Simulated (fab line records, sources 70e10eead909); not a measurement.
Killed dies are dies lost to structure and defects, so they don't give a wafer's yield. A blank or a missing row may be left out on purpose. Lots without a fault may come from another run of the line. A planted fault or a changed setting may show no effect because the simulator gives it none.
Problem report in the 8D (eight disciplines) form, filled by code | flow nand_harc | the parts of the form that need people (team, actions taken, sign-off) are left out

1. THE PROBLEM
killed_dies at NHARC_END_SORT_01 reads a mean of 90 on 2 wafers of 2 lots; wafers without a fault read 31 with a standard deviation of 11. That is +5.4 standard deviations from the usual mean.
First seen on wafer L483.6, day 24 19:56, on prober-01. The record holds 23 wafers of 9 lots with a number at this step. Rule for "out", or "out of limits": more than 4 standard deviations from the usual mean. The other wafers with a number count as sound.

2. WHAT IT IS AND WHAT IT IS NOT
question                    | is                           | is not
which readings at this step | killed_dies, killed_at_array | killed_at_other, killed_at_periphery, killed_open, killed_short
which lots                  | L482, L483                   | L474, L475, L476, L477, L489, L490, L493
which wafers of those lots  | all that have a number       | -
read on which gauges        | prober-01                    | prober-02
when                        | from day 24 19:56            | up to then (12 sound wafers); but 9 sound wafers of L489, L490, L493 came after

3. SUSPECTS, AND WHAT RULES EACH OUT
Counting: a tool at a process step up to the reading stays a suspect if it ran every lot that is out and no sound lot after the first of them.
- the gauge at NHARC_END_SORT_01: kept. All the wafers that are out were read on prober-01, and no step on other tools shows them out.
- pvd_sputter-02 at NHARC_A_BLC_PRE_CLEAN_31 (time 15 s): kept. It ran every lot that is out, first L483 (day 22 06:47), and no sound lot after that; its last sound lot up to then is L477 (day 19 07:31).
- pvd_sputter-02 at NHARC_A_BLC_PVD_32 (deposits Ti, target thk 5 nm, time 17.7 s): kept. It ran every lot that is out, first L483 (day 24 19:56), and no sound lot after that; its last sound lot up to then is L477 (day 21 12:03). NHARC_A_BLC_PVD_32 gives no start for some lots, so the hours and the order of its lots are those of NHARC_END_SORT_01.
Left after counting: pvd_sputter-02 at NHARC_A_BLC_PRE_CLEAN_31, pvd_sputter-02 at NHARC_A_BLC_PVD_32, prober-01 at NHARC_END_SORT_01.

4. THE CAUSE (what the simulator had put in)
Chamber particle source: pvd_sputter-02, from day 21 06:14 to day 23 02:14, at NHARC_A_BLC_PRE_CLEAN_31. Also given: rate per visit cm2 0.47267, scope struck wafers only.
Counting left 3 suspects, and this tool is among them.

5. THE CHAIN OF EFFECTS, in route order
Each row: a reading whose mean over the struck wafers that have a number lies more than 3 standard deviations from the usual. Only readings for which the record gives a usual standard deviation are gone through. hours: the time from each lot's start at the first step in this table that gives one to its start at this step, as a median over the lots. sigmas: the change in usual standard deviations.
hours | step              | reading         | usual | on struck wafers | change | sigmas
0     | NHARC_END_SORT_01 | killed_at_array | 28    | 86               | +58    | +5.3
0     | NHARC_END_SORT_01 | killed_dies     | 31    | 90               | +59    | +5.4

6. WHAT WOULD HAVE CAUGHT IT SOONER
In this record the first reading out of limits at a measuring or inspecting step was taken at day 24 19:56, 86 hours after the fault began at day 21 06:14.
All the lots that are out (2) had begun NHARC_A_BLC_PRE_CLEAN_31 on pvd_sputter-02 by day 24 19:56. A hold on the tool at that time would have spared none of them.
